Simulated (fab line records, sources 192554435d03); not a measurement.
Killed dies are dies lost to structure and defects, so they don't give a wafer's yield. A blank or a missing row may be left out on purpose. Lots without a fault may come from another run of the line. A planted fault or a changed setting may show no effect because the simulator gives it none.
Chamber matching | flow n5_finfet | N5_BEOL_M9_VIA_ETCH_34 on rie_diel-03: 4 sister chambers
The step etches SiCOH lowk in C4F6/O2, target depth 182.4 nm, time 68.4 s. 16 wafers are shown with their chamber, then 8 later ones without.

WAFERS WITH THEIR CHAMBER
wafer  | chamber | drypump_motor_current_A (A) | showerhead_plenum_p_Torr (Torr) | throttle_valve_pct (%)
L078.3 | 3       | 4.7                         | 2.77                            | 21.08
L078.5 | 2       | 5.4                         | 2.98                            | 21.18
L078.6 | 3       | 4.7                         | 2.77                            | 21.09
L079.2 | 1       | 5.9                         | 2.89                            | 20.87
L079.4 | 3       | 4.7                         | 2.76                            | 21.11
L079.5 | 1       | 5.9                         | 2.89                            | 20.86
L080.3 | 0       | 5.2                         | 3.04                            | 20.86
L080.5 | 0       | 5.2                         | 3.04                            | 20.87
L080.6 | 3       | 4.8                         | 2.76                            | 21.12
L081.1 | 3       | 4.8                         | 2.76                            | 21.12
L081.3 | 1       | 5.9                         | 2.88                            | 20.87
L081.5 | 2       | 5.4                         | 2.97                            | 21.19
L082.1 | 0       | 5.2                         | 3.03                            | 20.86
L082.4 | 3       | 4.7                         | 2.76                            | 21.12
L082.5 | 2       | 5.4                         | 2.97                            | 21.19
L092.2 | 1       | 5.9                         | 2.88                            | 20.89

SIGNATURES (means of the wafers above)
reading                  | chamber 0 | chamber 1 | chamber 2 | chamber 3 | scatter within a chamber
drypump_motor_current_A  | 5.200     | 5.900     | 5.400     | 4.733     | 0.0333
showerhead_plenum_p_Torr | 3.0367    | 2.8850    | 2.9733    | 2.7633    | 0.00553
throttle_valve_pct       | 20.8633   | 20.8725   | 21.1867   | 21.1067   | 0.0134
Rule: a wafer's distance from a chamber is the root of the sum, over the readings, of the square of ((its reading less the chamber's mean) divided by the reading's scatter). The wafer belongs to the nearest chamber; if the next one is less than 2 further off, it can't be placed. The scatter: the root of (the sum of the squares of (reading less its chamber's mean) over the shown wafers, divided by (wafers less chambers)).

WAFERS WITHOUT THEIR CHAMBER
wafer  | drypump_motor_current_A (A) | showerhead_plenum_p_Torr (Torr) | throttle_valve_pct (%)
L092.3 | 5.4                         | 2.97                            | 21.22
L092.5 | 5.2                         | 3.03                            | 20.88
L095.3 | 5.9                         | 2.88                            | 20.88
L095.4 | 5.4                         | 2.97                            | 21.22
L095.5 | 5.4                         | 2.97                            | 21.22
L096.3 | 4.7                         | 2.75                            | 21.13
L096.4 | 5.4                         | 2.96                            | 21.23
L096.5 | 5.2                         | 3.02                            | 20.91

WHICH CHAMBER EACH WENT THROUGH
wafer  | from the rows above | in truth
L092.3 | 2                   | 2
L092.5 | 0                   | 0
L095.3 | 1                   | 1
L095.4 | 2                   | 2
L095.5 | 2                   | 2
L096.3 | 3                   | 3
L096.4 | 2                   | 2
L096.5 | 0                   | 0
Placed correctly: 8 of 8. Can't be placed from these rows: 0. Placed wrongly: 0.
